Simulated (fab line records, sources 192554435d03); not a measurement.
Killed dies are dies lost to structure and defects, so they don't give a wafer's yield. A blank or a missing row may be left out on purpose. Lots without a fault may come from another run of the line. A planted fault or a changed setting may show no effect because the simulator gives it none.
Which tool did it? | flow n5_finfet | 24 lots, 72 wafers sampled, at 5 steps of a route of 1938

WHAT THE GAUGES READ, wafer by wafer
N5_FIN_SAQP_OCD_MEAS_76.
lot  | measured    | on     | trench_depth_nm (nm)
L074 | day 2 02:42 | ocd-02 | 118.5 117.8 120.2
L075 | day 2 07:59 | ocd-01 | 117.4 119.2 121.3
L076 | day 2 16:06 | ocd-02 | 120.1 121.3 121.5
L077 | day 2 21:10 | ocd-02 | 118.1 122.7 121.0
L078 | day 3 02:53 | ocd-02 | 117.2 118.7 120.4
L079 | day 3 10:34 | ocd-01 | 120.3 121.2 122.8
L080 | day 3 14:14 | ocd-01 | 119.7 120.5 120.7
L081 | day 3 22:17 | ocd-02 | 121.1 122.9 121.2
L082 | day 4 02:34 | ocd-02 | 118.4 117.2 121.7
L083 | day 4 08:29 | ocd-02 | 118.2 120.8 120.6
L084 | day 4 14:51 | ocd-01 | 119.8 123.9 122.0
L085 | day 4 21:10 | ocd-01 | 123.1 122.2 123.8
L086 | day 5 03:21 | ocd-01 | 118.5 117.8 118.4
L087 | day 5 09:14 | ocd-01 | 123.0 122.1 119.3
L088 | day 5 14:01 | ocd-02 | 115.9 115.7 117.1
L089 | day 5 20:27 | ocd-01 | 119.4 124.6 119.7
L090 | day 6 03:50 | ocd-02 | 120.9 119.3 118.2
L091 | day 6 08:32 | ocd-01 | 118.5 121.3 119.3
L092 | day 6 14:50 | ocd-01 | 119.9 119.7 120.3
L093 | day 6 19:41 | ocd-02 | 125.4 122.7 118.9
L094 | day 7 02:42 | ocd-02 | 124.6 118.3 121.9
L095 | day 7 09:15 | ocd-02 | 121.3 118.3 117.2
L096 | day 7 14:31 | ocd-01 | 121.5 124.8 119.7
L097 | day 8 01:11 | ocd-02 | 118.1 119.3 118.4

N5_DUMMY_GATE_THK_MEAS_05.
lot  | measured    | on            | thk_nm (nm)
L074 | day 2 19:14 | film_metro-02 | 71.9 68.9 72.9
L075 | day 2 22:25 | film_metro-02 | 70.6 73.0 73.5
L076 | day 3 07:13 | film_metro-02 | 74.6 72.1 73.5
L077 | day 3 11:34 | film_metro-01 | 72.4 73.1 73.3
L078 | day 3 20:25 | film_metro-02 | 73.0 74.5 75.2
L079 | day 4 01:17 | film_metro-02 | 76.8 74.9 75.1
L080 | day 4 05:04 | film_metro-01 | 72.3 72.4 74.1
L081 | day 4 12:44 | film_metro-02 | 73.9 73.1 74.5
L082 | day 4 18:24 | film_metro-01 | 74.2 71.9 73.9
L083 | day 4 23:20 | film_metro-02 | 74.9 71.8 73.9
L084 | day 5 05:37 | film_metro-01 | 69.8 72.6 72.9
L085 | day 5 12:29 | film_metro-02 | 74.4 73.7 72.6
L086 | day 5 17:52 | film_metro-02 | 72.6 73.5 74.3
L087 | day 6 00:05 | film_metro-01 | 70.9 73.0 69.0
L088 | day 6 04:26 | film_metro-02 | 72.0 72.7 69.7
L089 | day 6 11:11 | film_metro-02 | 74.5 72.0 74.8
L090 | day 6 19:26 | film_metro-01 | 74.5 72.9 74.6
L091 | day 6 23:03 | film_metro-01 | 72.9 72.3 74.2
L092 | day 7 05:20 | film_metro-01 | 72.2 69.2 68.7
L093 | day 7 10:17 | film_metro-01 | 72.3 74.2 74.1
L094 | day 7 18:43 | film_metro-01 | 70.6 72.7 73.3
L095 | day 8 01:26 | film_metro-01 | 74.0 70.8 73.0
L096 | day 8 05:49 | film_metro-02 | 72.6 69.8 72.4
L097 | day 8 16:23 | film_metro-02 | 73.4 71.0 71.1

WHICH TOOL RAN EACH LOT (tool, then ch and the chambers of the sampled wafers, then the start)
lot  | N5_FIN_CUT_ETCH_30                | N5_STI_FIN_REVEAL_ETCH_34       | N5_DUMMY_GATE_CMP_04
L074 | rie_diel-02 ch 0,1,2, day 2 03:19 | rie_si-05 ch 0,1,3, day 2 12:38 | cmp-03 ch 0,2,3, day 2 18:59
L075 | rie_diel-06 ch 0,1,2, day 2 08:28 | rie_si-04 ch 0,3, day 2 17:31   | cmp-01 ch 0,1,2, day 2 22:16
L076 | rie_diel-02 ch 1,2,3, day 2 17:24 | rie_si-01 ch 0,3, day 3 02:20   | cmp-02 ch 2,3, day 3 06:59
L077 | rie_diel-02 ch 0,2,3, day 2 21:40 | rie_si-04 ch 0,2,3, day 3 06:40 | cmp-03 ch 0,3, day 3 11:19
L078 | rie_diel-06 ch 0,1,2, day 3 03:26 | rie_si-05 ch 0,1,2, day 3 13:43 | cmp-02 ch 0,1,3, day 3 20:11
L079 | rie_diel-03 ch 0,3, day 3 11:11   | rie_si-04 ch 0,1,2, day 3 20:16 | cmp-02 ch 2,3, day 4 01:03
L080 | rie_diel-06 ch 0,1,2, day 3 14:44 | rie_si-04 ch 1,2, day 4 00:02   | cmp-02 ch 0,1,3, day 4 04:49
L081 | rie_diel-02 ch 0,1,3, day 3 22:47 | rie_si-01 ch 1,3, day 4 07:49   | cmp-02 ch 0,1,2, day 4 12:33
L082 | rie_diel-02 ch 0,2,3, day 4 03:11 | rie_si-05 ch 0,1,2, day 4 12:32 | cmp-02 ch 0,2,3, day 4 18:10
L083 | rie_diel-03 ch 0,2, day 4 09:13   | rie_si-04 ch 0,2, day 4 18:18   | cmp-02 ch 0,2, day 4 23:08
L084 | rie_diel-03 ch 2,3, day 4 15:21   | rie_si-04 ch 0,2,3, day 5 00:34 | cmp-03 ch 0,2, day 5 05:23
L085 | rie_diel-03 ch 1,3, day 4 21:47   | rie_si-01 ch 0,3, day 5 07:17   | cmp-02 ch 0,2,3, day 5 12:19
L086 | rie_diel-06 ch 0,1,3, day 5 03:51 | rie_si-04 ch 1,2,3, day 5 12:58 | cmp-01 ch 1,2,3, day 5 17:38
L087 | rie_diel-06 ch 0,3, day 5 09:51   | rie_si-05 ch 0,1,2, day 5 18:58 | cmp-03 ch 2,3, day 5 23:50
L088 | rie_diel-03 ch 1,2,3, day 5 14:31 | rie_si-05 ch 0,1,2, day 5 23:34 | cmp-01 ch 0,1,2, day 6 04:15
L089 | rie_diel-02 ch 0,1,2, day 5 21:05 | rie_si-01 ch 0,1,3, day 6 06:19 | cmp-02 ch 1,2,3, day 6 10:57
L090 | rie_diel-06 ch 0,1,2, day 6 04:20 | rie_si-01 ch 1,2,3, day 6 14:29 | cmp-02 ch 1,2,3, day 6 19:15
L091 | rie_diel-06 ch 1,2,3, day 6 09:05 | rie_si-04 ch 0,1,3, day 6 18:10 | cmp-02 ch 1,2,3, day 6 22:54
L092 | rie_diel-03 ch 0,1,3, day 6 15:27 | rie_si-05 ch 0,1,2, day 7 00:27 | cmp-03 ch 1,2,3, day 7 05:05
L093 | rie_diel-03 ch 0,1,3, day 6 20:18 | rie_si-05 ch 0,1,3, day 7 05:21 | cmp-01 ch 1,2,3, day 7 10:03
L094 | rie_diel-06 ch 1,3, day 7 03:19   | rie_si-01 ch 2,3, day 7 13:49   | cmp-03 ch 0,2,3, day 7 18:28
L095 | rie_diel-03 ch 0,2,3, day 7 09:44 | rie_si-04 ch 0,3, day 7 18:45   | cmp-02 ch 0,1,2, day 8 01:16
L096 | rie_diel-02 ch 0,1,2, day 7 15:08 | rie_si-01 ch 0,3, day 8 00:04   | cmp-01 ch 0,1,3, day 8 05:40
L097 | rie_diel-06 ch 1,3, day 8 01:40   | rie_si-04 ch 0,1,3, day 8 10:33 | cmp-01 ch 1,2, day 8 16:08
- N5_FIN_CUT_ETCH_30: etches underlayer in N2/H2, target depth 13 nm, time 10.4 s.
- N5_STI_FIN_REVEAL_ETCH_34: etches Si in H2, material Si, target depth 0.97 nm.
- N5_DUMMY_GATE_CMP_04: polishes a-Si.

WHAT THE TOOLS THEMSELVES READ (means of the sampled wafers that have a number; where no wafer has one, the mark that the record gives instead)
N5_FIN_CUT_ETCH_30.
lot  | tool        | drypump_motor_current_A (A) | etch_rf_on_time_s (s) | oes_product_au (a.u.) | rf_vpp_V (V) | showerhead_plenum_p_Torr (Torr) | throttle_valve_pct (%)
L074 | rie_diel-02 | 5.6                         | 10.4                  | 0.70                  | 522          | 2.45                            | 18.01
L075 | rie_diel-06 | 5.4                         | 10.5                  | 0.66                  | 525          | 2.55                            | 17.95
L076 | rie_diel-02 | 5.7                         | 10.7                  | 0.66                  | 523          | 2.54                            | 17.91
L077 | rie_diel-02 | 5.8                         | 10.9                  | 0.67                  | 522          | 2.50                            | 17.95
L078 | rie_diel-06 | 5.4                         | 10.5                  | 0.66                  | 524          | 2.54                            | 17.97
L079 | rie_diel-03 | 6.1                         | 10.6                  | 0.61                  | 524          | 2.57                            | 17.73
L080 | rie_diel-06 | 5.5                         | 10.5                  | 0.66                  | 525          | 2.54                            | 17.97
L081 | rie_diel-02 | 5.7                         | 10.8                  | 0.62                  | 523          | 2.50                            | 18.11
L082 | rie_diel-02 | 5.8                         | 10.8                  | 0.66                  | 522          | 2.49                            | 17.96
L083 | rie_diel-03 | 5.5                         | 10.6                  | 0.72                  | 524          | 2.54                            | 17.75
L084 | rie_diel-03 | 6.1                         | 10.8                  | 0.65                  | 521          | 2.44                            | 17.77
L085 | rie_diel-03 | 5.5                         | 10.6                  | 0.75                  | 526          | 2.62                            | 17.65
L086 | rie_diel-06 | 5.4                         | 10.0                  | 0.70                  | 524          | 2.55                            | 17.85
L087 | rie_diel-06 | 5.7                         | 10.3                  | 0.67                  | 522          | 2.47                            | 18.16
L088 | rie_diel-03 | 5.6                         | 10.7                  | 0.72                  | 525          | 2.54                            | 17.71
L089 | rie_diel-02 | 5.6                         | 10.5                  | 0.66                  | 521          | 2.44                            | 18.06
L090 | rie_diel-06 | 5.5                         | 10.6                  | 0.63                  | 523          | 2.53                            | 18.01
L091 | rie_diel-06 | 5.0                         | 10.4                  | 0.68                  | 526          | 2.58                            | 17.79
L092 | rie_diel-03 | 5.8                         | 10.7                  | 0.65                  | 526          | 2.59                            | 17.71
L093 | rie_diel-03 | 5.8                         | 10.8                  | 0.65                  | 525          | 2.59                            | 17.74
L094 | rie_diel-06 | 5.2                         | 9.9                   | 0.71                  | 526          | 2.62                            | 17.56
L095 | rie_diel-03 | 5.9                         | 10.7                  | 0.64                  | 523          | 2.50                            | 17.78
L096 | rie_diel-02 | 5.6                         | 10.6                  | 0.65                  | 521          | 2.44                            | 18.08
L097 | rie_diel-06 | 5.2                         | 9.9                   | 0.71                  | 527          | 2.62                            | 17.58

N5_STI_FIN_REVEAL_ETCH_34.
lot  | tool      | drypump_motor_current_A (A) | oes_product_au (a.u.) | throttle_valve_pct (%)
L074 | rie_si-05 | 5.7                         | 1.020                 | 25.6
L075 | rie_si-04 | 5.9                         | 1.014                 | 26.0
L076 | rie_si-01 | 5.6                         | 0.988                 | 25.6
L077 | rie_si-04 | 5.7                         | 1.003                 | 26.3
L078 | rie_si-05 | 5.6                         | 1.003                 | 25.4
L079 | rie_si-04 | 5.9                         | 1.002                 | 26.4
L080 | rie_si-04 | 5.6                         | 0.991                 | 26.6
L081 | rie_si-01 | 5.6                         | 1.009                 | 25.4
L082 | rie_si-05 | 5.5                         | 1.003                 | 25.4
L083 | rie_si-04 | 5.6                         | 0.997                 | 26.7
L084 | rie_si-04 | 5.7                         | 1.000                 | 26.3
L085 | rie_si-01 | 5.6                         | 0.984                 | 25.6
L086 | rie_si-04 | 5.7                         | 0.986                 | 26.2
L087 | rie_si-05 | 5.5                         | 1.009                 | 25.4
L088 | rie_si-05 | 5.5                         | 1.006                 | 25.4
L089 | rie_si-01 | 5.7                         | 0.999                 | 25.6
L090 | rie_si-01 | 5.7                         | 0.992                 | 25.7
L091 | rie_si-04 | 6.0                         | 0.999                 | 25.9
L092 | rie_si-05 | 5.5                         | 1.012                 | 25.5
L093 | rie_si-05 | 5.6                         | 1.024                 | 25.6
L094 | rie_si-01 | 5.8                         | 0.988                 | 26.1
L095 | rie_si-04 | 6.0                         | 1.011                 | 26.0
L096 | rie_si-01 | 5.8                         | 0.988                 | 25.8
L097 | rie_si-04 | 6.0                         | 1.001                 | 25.9

N5_DUMMY_GATE_CMP_04.
lot  | tool   | motor_current_A (A) | pad_life_wafers | retaining_ring_pressure_frac | time_to_endpoint_s (s)
L074 | cmp-03 | 11.3                | 817             | 1.001                        | 15
L075 | cmp-01 | 9.5                 | 465             | 1.001                        | 15
L076 | cmp-02 | 8.6                 | 1454            | 1.002                        | 19
L077 | cmp-03 | 11.4                | 960             | 0.998                        | 15
L078 | cmp-02 | 9.1                 | 1555            | 0.997                        | 15
L079 | cmp-02 | 8.9                 | 1592            | 0.998                        | 20
L080 | cmp-02 | 9.1                 | 1627            | 1.001                        | 17
L081 | cmp-02 | 9.8                 | 1688            | 1.002                        | 20
L082 | cmp-02 | 8.9                 | 1753            | 0.997                        | 19
L083 | cmp-02 | 9.4                 | 1808            | 0.997                        | 20
L084 | cmp-03 | 11.4                | 1291            | 0.999                        | 12
L085 | cmp-02 | 9.2                 | 1946            | 1.005                        | 15
L086 | cmp-01 | 9.4                 | 878             | 0.998                        | 18
L087 | cmp-03 | 11.5                | 1494            | 1.001                        | 11
L088 | cmp-01 | 9.5                 | 992             | 1.004                        | 13
L089 | cmp-02 | 9.6                 | 2161            | 1.004                        | 19
L090 | cmp-02 | 9.7                 | 32              | 0.998                        | 18
L091 | cmp-02 | 10.0                | 81              | 0.994                        | 17
L092 | cmp-03 | 11.0                | 1639            | 1.000                        | 11
L093 | cmp-01 | 9.5                 | 1303            | 1.002                        | 16
L094 | cmp-03 | 11.2                | 1747            | 1.003                        | 15
L095 | cmp-02 | 9.6                 | 290             | 1.004                        | 15
L096 | cmp-01 | 9.7                 | 1449            | 1.001                        | 12
L097 | cmp-01 | 9.4                 | 1524            | 0.997                        | 17

THE ANSWER, worked out from the rows above alone
Rule: what is usual is taken from the lots themselves. Put in order of their means at a reading, lots are off if they are a third of the lots or fewer, leave a main group of 4 or more, and stand apart from it by a gap of 3 or more times the standard deviation of the main group's means; of several such gaps the widest counts. A main group whose means are all the same, to the digits that the tables above print for the reading, isn't used. A lot without any number at a reading at which 4 lots or more have one is off too. The other lots that the step has rows for count as sound. The gauges are gone through in route order, then the tools' own readings, and for those a lot's mean is taken as printed above. The first step at which some lot is off is used, and at that step the reading that is off furthest; a lot without a number counts as furthest.
No lot is off at any reading shown: from this, nothing can be told.

WHAT THE SIMULATOR HAD PUT IN
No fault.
